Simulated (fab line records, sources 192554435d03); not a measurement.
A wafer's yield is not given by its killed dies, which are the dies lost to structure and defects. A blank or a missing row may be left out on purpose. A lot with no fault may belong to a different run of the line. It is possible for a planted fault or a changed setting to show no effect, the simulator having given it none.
Split-lot trial + flow n5-finfet + 21 wafers read across 7 lots, on a route 1938 steps long

## SPLIT DETAILS
At N5_BEOL_M5_COAT_22 (resist thk 30 nm), the setting spin-rpm was moved away from the recipe's 1500 rpm on 6 of the 21 wafers read, by -10.4% to +4.3%. This setting was run at the recipe's value on the other wafers.

## FROM THE SPLIT TO THE READING: what the file shows between them, 4 steps
- N5_BEOL_M5_EBR_24
- N5_BEOL_M5_SOFTBAKE_23: time 60 s
- N5_BEOL_M5_EXPOSE_25: exposes mask V4, defocus 10 nm
- N5_BEOL_M5_PEB_26: peb time 60 s

## THE READING
CAR-EUV_of_BEOL_M5_COAT_22.thk-nm (the simulator's own value, which no gauge read), in nm, at N5_BEOL_M5_DEVELOP_27 (develop time 30 s). The file gives no usual value for it. Across the 15 wafers here that went through the recipe, the average is 29.5 nm and the standard deviation 0.12 nm.

| wafer  | tool, chamber at the split | spin-rpm as run, rpm | against the recipe | CAR-EUV_of_BEOL_M5_COAT_22.thk-nm, nm | against lot-mates on the recipe |
|--------|----------------------------|----------------------|--------------------|---------------------------------------|---------------------------------|
| L076.3 | litho-track-03, 0          | 1419                 | -5.4%              | 30.4                                  | +1.0                            |
| L076.4 | litho-track-03, 0          | 1419                 | -5.4%              | 30.4                                  | +1.0                            |
| L076.5 | litho-track-03, 0          | 1500                 | recipe             | 29.4                                  | -                               |
| L078.2 | litho-track-03, 0          | 1500                 | recipe             | 29.6                                  | -                               |
| L078.4 | litho-track-03, 0          | 1500                 | recipe             | 29.6                                  | -                               |
| L078.3 | litho-track-03, 0          | 1500                 | recipe             | 29.4                                  | -                               |
| L080.2 | litho-track-02, 0          | 1500                 | recipe             | 29.8                                  | -                               |
| L080.3 | litho-track-02, 0          | 1500                 | recipe             | 29.6                                  | -                               |
| L080.4 | litho-track-02, 0          | 1344                 | -10.4%             | 31.2                                  | +1.5                            |
| L083.2 | litho-track-03, 0          | 1500                 | recipe             | 29.4                                  | -                               |
| L083.3 | litho-track-03, 0          | 1500                 | recipe             | 29.4                                  | -                               |
| L083.6 | litho-track-03, 0          | 1500                 | recipe             | 29.4                                  | -                               |
| L084.1 | litho-track-03, 0          | 1500                 | recipe             | 29.6                                  | -                               |
| L084.2 | litho-track-03, 0          | 1564                 | +4.3%              | 28.8                                  | -0.7                            |
| L084.3 | litho-track-03, 0          | 1500                 | recipe             | 29.4                                  | -                               |
| L087.1 | litho-track-02, 0          | 1500                 | recipe             | 29.6                                  | -                               |
| L087.2 | litho-track-02, 0          | 1365                 | -9.0%              | 31                                    | +1.4                            |
| L087.4 | litho-track-02, 0          | 1365                 | -9.0%              | 31                                    | +1.4                            |
| L090.1 | litho-track-03, 0          | 1500                 | recipe             | 29.4                                  | -                               |
| L090.3 | litho-track-03, 0          | 1500                 | recipe             | 29.4                                  | -                               |
| L090.2 | litho-track-03, 0          | 1500                 | recipe             | 29.6                                  | -                               |

FIT RESULTS
A straight line over all 21 wafers: CAR-EUV_of_BEOL_M5_COAT_22.thk-nm changes by -0.165 nm for each +1% of spin-rpm; r = -0.99; the points scatter about the line by 0.11 nm.
The same after taking each lot's own level away (the mean of its wafers on the recipe; 21 wafers): -0.157 nm for each +1%; r = -0.99; scatter 0.091 nm.
Per that fit: largest spin-rpm move, reading shift of 1.6 nm.
From 29.40 to 29.70 nm: that is the span of the lots' own levels, equal to 2.4 times the standard deviation above.
Consequently the slope shifts little with the lot-to-lot level, the two slopes agreeing.
Check: for one of the wafers moved furthest among these (-10.4%), held out of the fit, the line's prediction against its lot-mates is +1.7 nm. Against them it came out at +1.5 nm.

## THE OTHER SPLITS THESE WAFERS WENT THROUGH
Note: prior to the reading, these wafers also went through further splits. Each is held against what the fit with the lots' levels taken away leaves over:
| other split on the same wafers     | wafers away from the commonest value | r with CAR-EUV_of_BEOL_M5_COAT_22.thk-nm (lot level and that fit taken away) |
|------------------------------------|--------------------------------------|------------------------------------------------------------------------------|
| N5_BEOL_M4_DESCUM_33 time-s        | 9                                    | -0.22                                                                        |
| N5_BEOL_M4_TRENCH_ETCH_37 source-w | 6                                    | +0.18                                                                        |

## THE WHOLE CHAIN: every reading that the file lists as answering this split, in the file's order
| step                  | what it does      | reading                                                                            | change (the file's fit)               | r (the file's) |
|-----------------------|-------------------|------------------------------------------------------------------------------------|---------------------------------------|----------------|
| N5_BEOL_M5_COAT_22    | resist thk 30 nm  | CAR-EUV_of_BEOL_M5_COAT_22.thk-nm (the simulator's own value, which no gauge read) | -0.161 nm for each +1% of the setting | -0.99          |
| N5_BEOL_M5_DEVELOP_27 | develop time 30 s | CAR-EUV_of_BEOL_M5_COAT_22.thk-nm (the simulator's own value, which no gauge read) | -0.155 nm for each +1% of the setting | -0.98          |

## FILE'S OWN FIT
CAR-EUV_of_BEOL_M5_COAT_22.thk-nm changes by -0.155 nm for each +1% of spin-rpm, r = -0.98.
